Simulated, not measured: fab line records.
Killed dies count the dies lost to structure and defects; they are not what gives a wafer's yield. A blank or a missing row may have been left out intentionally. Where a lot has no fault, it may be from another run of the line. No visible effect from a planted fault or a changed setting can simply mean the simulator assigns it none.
Which tool did it? | flow n5 finfet | 10 lots, 30 wafers sampled, at 5 steps of a route of 1938

## WHAT THE GAUGES READ, wafer by wafer
N5_BEOL_M4_RC_MEAS_101.
lot  | measured     | on        | DIBL_N (mV/V)
L674 | day 8 21:15  | prober-02 | 34.6 33.6 33.5
L677 | day 9 23:35  | prober-01 | 37.4 38.0 38.5
L682 | day 10 17:22 | prober-01 | 34.2 34.1 37.7
L683 | day 11 04:19 | prober-02 | 35.8 38.2 35.3
L684 | day 11 11:53 | prober-02 | 36.6 38.0 30.6
L685 | day 11 20:52 | prober-02 | 40.2 38.9 38.6
L688 | day 12 11:42 | prober-02 | 34.1 37.7 34.2
L690 | day 13 13:41 | prober-02 | 36.5 40.5 36.9
L691 | day 12 21:49 | prober-01 | 35.9 34.4 36.0
L692 | day 12 22:44 | prober-01 | 33.0 32.5 35.2

## TOOL THAT RAN EACH LOT (tool first, then ch and the chambers of the sampled wafers, then the start)
lot  | N5_BEOL_M1_ANNEAL_91         | N5_BEOL_M1_ANNEAL_95         | N5_BEOL_M1_PRE_CLEAN_60          | N5_BEOL_M2_ILD_DEP_00
L674 | pvd sputter-02, day 7 00:08  | pvd sputter-02, day 7 00:35  | cvd co-02 ch 0,1, day 7 01:35    | pecvd-02 ch 0,2, day 7 01:52
L677 | pvd sputter-02, day 7 12:17  | pvd sputter-02, day 7 12:44  | cvd co-01 ch 0,1, day 7 13:42    | pecvd-01 ch 1,2, day 7 13:59
L682 | pvd sputter-01, day 8 23:07  | pvd sputter-01, day 8 23:33  | cvd co-01 ch 0,1, day 9 01:30    | pecvd-04 ch 1,2, day 9 01:49
L683 | pvd sputter-03, day 9 14:19  | pvd sputter-03, day 9 14:45  | cvd co-02 ch 1,2, day 9 15:43    | pecvd-01 ch 0,1,2, day 9 16:00
L684 | pvd sputter-03, day 9 16:09  | pvd sputter-03, day 9 16:35  | cvd co-01 ch 0,2, day 9 17:38    | pecvd-02 ch 0,1,2, day 9 18:01
L685 | pvd sputter-02, day 9 17:28  | pvd sputter-02, day 9 17:54  | cvd co-02 ch 0,1,2, day 9 19:04  | pecvd-02 ch 0,1, day 9 19:21
L688 | pvd sputter-03, day 10 04:03 | pvd sputter-03, day 10 04:29 | cvd co-02 ch 1,2, day 10 05:27   | pecvd-04 ch 0,1, day 10 05:44
L690 | pvd sputter-02, day 10 23:25 | pvd sputter-02, day 10 23:51 | cvd co-01 ch 0,2, day 11 00:59   | pecvd-04 ch 1,2, day 11 01:16
L691 | pvd sputter-03, day 11 05:56 | pvd sputter-03, day 11 06:22 | cvd co-01 ch 0,1,2, day 11 07:23 | pecvd-02 ch 0,1,2, day 11 07:40
L692 | pvd sputter-03, day 11 08:16 | pvd sputter-03, day 11 08:43 | cvd co-01 ch 1,2, day 11 09:41   | pecvd-02 ch 0,1,2, day 11 09:58
- N5_BEOL_M1_ANNEAL_91: time 240 s.
- N5_BEOL_M1_ANNEAL_95: time 240 s.
- N5_BEOL_M1_PRE_CLEAN_60: time 15 s.
- N5_BEOL_M2_ILD_DEP_00: deposits SiOC from DEMS/O2, target thk 79 nm, time 15.3 s.

## THE ANSWER, worked out from the rows above alone
Rule: the lots themselves supply what counts as usual. Put in order of their means at a reading, lots are off if they are a third of the lots or fewer, leave a main group of 4 or more, and stand apart from it by a gap of 3 or more times the standard deviation of the main group's means; of several such gaps the widest counts. If all means in a main group match to the digits the tables above print for the reading, that group is not used. Also off: a lot with no number at a reading for which 4 or more lots have one. All remaining lots with rows at the step are treated as sound.
Across all readings shown, no lot is off: no conclusion can be drawn from this.

## WHAT THE SIMULATOR PUT IN
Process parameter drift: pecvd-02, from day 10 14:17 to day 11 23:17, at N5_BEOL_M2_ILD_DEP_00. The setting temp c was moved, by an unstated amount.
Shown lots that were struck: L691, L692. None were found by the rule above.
